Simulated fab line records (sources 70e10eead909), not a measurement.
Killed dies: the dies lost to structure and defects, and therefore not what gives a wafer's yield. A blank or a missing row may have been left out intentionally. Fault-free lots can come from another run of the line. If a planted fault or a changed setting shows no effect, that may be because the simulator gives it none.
Matching of chambers ; flow nand-harc ; 4 sister chambers for NHARC_A_SLIT_ETCH_29 on rie-diel-13
The step etches the open film in CF4/O2, target depth 100 nm, overetch 10 nm, time 55 s. 14 wafers are shown with their chamber, then 7 later ones without.

== WAFERS PAIRED WITH THEIR CHAMBERS ==
wafer;chamber;drypump-motor-current-A (A);run-length-s (s);oes-product-au (a.u.)
L288.2;0;6.4;75.9;0.984
L288.4;1;6.2;75.8;0.998
L288.5;3;5.6;76.5;0.992
L289.3;0;6.3;75.8;0.996
L289.4;1;6.3;75.5;1.003
L289.6;0;6.3;75.8;0.994
L295.2;3;5.6;77.0;1.014
L295.3;0;6.4;76.1;0.996
L295.6;0;6.3;75.8;0.988
L294.3;3;5.6;77.1;0.996
L294.4;1;6.2;75.5;1.003
L294.5;2;5.7;76.3;1.016
L297.1;1;6.2;75.6;1.008
L297.3;0;6.3;75.6;1.005

SIGNATURES, as means of the wafers listed above
reading;chamber 0;chamber 1;chamber 2;chamber 3;scatter within a chamber
drypump-motor-current-A;6.333;6.225;5.700;5.600;0.0456
run-length-s;75.833;75.600;76.300;76.867;0.2
oes-product-au;0.99383;1.00300;1.01600;1.00067;0.00768
Rule: for each reading, subtract the chamber's mean from the wafer's reading, divide by that reading's scatter and square the result; add these up over the readings and take the root, which gives the wafer's distance from the chamber. If the next closest chamber is less than 2 further off than the closest, the wafer can't be placed; otherwise it belongs to the closest. The scatter is the square root of a quotient: the sum, over the shown wafers, of each reading's squared deviation from its chamber's mean, divided by wafers minus chambers.

== WAFERS WITHOUT THEIR CHAMBER ==
wafer;drypump-motor-current-A (A);run-length-s (s);oes-product-au (a.u.)
L297.5;5.8;76.5;1.002
L306.1;5.6;76.9;1.002
L306.3;6.2;75.9;1.005
L306.5;5.6;76.4;0.994
L311.1;5.6;76.5;0.991
L311.2;6.2;75.9;0.998
L311.4;6.4;76.3;0.990

== THE CHAMBER EACH PASSED THROUGH ==
wafer;from the rows above;in truth
L297.5;can't be placed: 2 or 3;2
L306.1;3;3
L306.3;can't be placed: 1 or 0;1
L306.5;can't be placed: 3 or 2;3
L311.1;can't be placed: 3 or 2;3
L311.2;can't be placed: 1 or 0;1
L311.4;0;0
Correct placement for 2 of the 7. These rows do not allow placing 5 (true chamber among the candidates in 5). Number placed wrongly: 0.
